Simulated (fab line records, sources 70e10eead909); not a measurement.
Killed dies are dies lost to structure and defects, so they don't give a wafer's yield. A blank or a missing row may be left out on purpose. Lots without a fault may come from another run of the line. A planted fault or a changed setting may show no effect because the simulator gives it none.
Chamber matching | flow nand_harc | NHARC_A_M1_CMP_23 on cmp-01: 4 sister chambers
The step polishes, t overpolish 20 s, target thk 154.34 nm. 18 wafers are shown with their chamber, then 9 later ones without.

WAFERS WITH THEIR CHAMBER
wafer  | chamber | motor_current_A (A) | time_to_endpoint_s (s)
L076.1 | 1       | 13.1                | 29.0
L076.3 | 3       | 10.8                | 30.4
L076.4 | 0       | 9.1                 | 28.4
L076.2 | 2       | 11.6                | 26.8
L076.5 | 1       | 12.2                | 29.5
L076.6 | 0       | 9.5                 | 28.6
L078.1 | 1       | 12.9                | 29.6
L078.2 | 2       | 12.5                | 27.9
L078.5 | 1       | 12.1                | 28.4
L083.2 | 0       | 9.7                 | 31.0
L083.5 | 2       | 12.0                | 29.0
L083.6 | 1       | 12.5                | 28.4
L084.1 | 1       | 13.1                | 28.0
L084.3 | 0       | 9.7                 | 31.6
L084.5 | 0       | 9.7                 | 28.5
L089.3 | 1       | 12.7                | 27.2
L089.5 | 0       | 9.8                 | 30.7
L089.6 | 3       | 10.8                | 30.1

SIGNATURES (means of the wafers above)
reading            | chamber 0 | chamber 1 | chamber 2 | chamber 3 | scatter within a chamber
motor_current_A    | 9.583     | 12.657    | 12.033    | 10.800    | 0.352
time_to_endpoint_s | 29.800    | 28.586    | 27.900    | 30.250    | 1.12
Rule: a wafer's distance from a chamber is the root of the sum, over the readings, of the square of ((its reading less the chamber's mean) divided by the reading's scatter). The wafer belongs to the nearest chamber; if the next one is less than 2 further off, it can't be placed. The scatter: the root of (the sum of the squares of (reading less its chamber's mean) over the shown wafers, divided by (wafers less chambers)).

WAFERS WITHOUT THEIR CHAMBER
wafer  | motor_current_A (A) | time_to_endpoint_s (s)
L087.2 | 13.0                | 29.0
L087.4 | 9.5                 | 30.3
L087.6 | 9.4                 | 30.6
L087.1 | 10.9                | 29.4
L087.3 | 12.0                | 28.0
L087.5 | 12.7                | 30.0
L095.1 | 12.8                | 34.8
L095.4 | 10.8                | 34.0
L095.5 | 9.8                 | 34.2

WHICH CHAMBER EACH WENT THROUGH
wafer  | from the rows above          | in truth
L087.2 | can't be placed: 1 or 2      | 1
L087.4 | 0                            | 0
L087.6 | 0                            | 0
L087.1 | 3                            | 3
L087.3 | can't be placed: 2 or 1      | 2
L087.5 | can't be placed: 1 or 2      | 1
L095.1 | can't be placed: 1 or 2 or 3 | 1
L095.4 | can't be placed: 3 or 0      | 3
L095.5 | can't be placed: 0 or 3      | 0
Placed correctly: 3 of 9. Can't be placed from these rows: 6 (the true chamber is among the candidates in 6). Placed wrongly: 0.
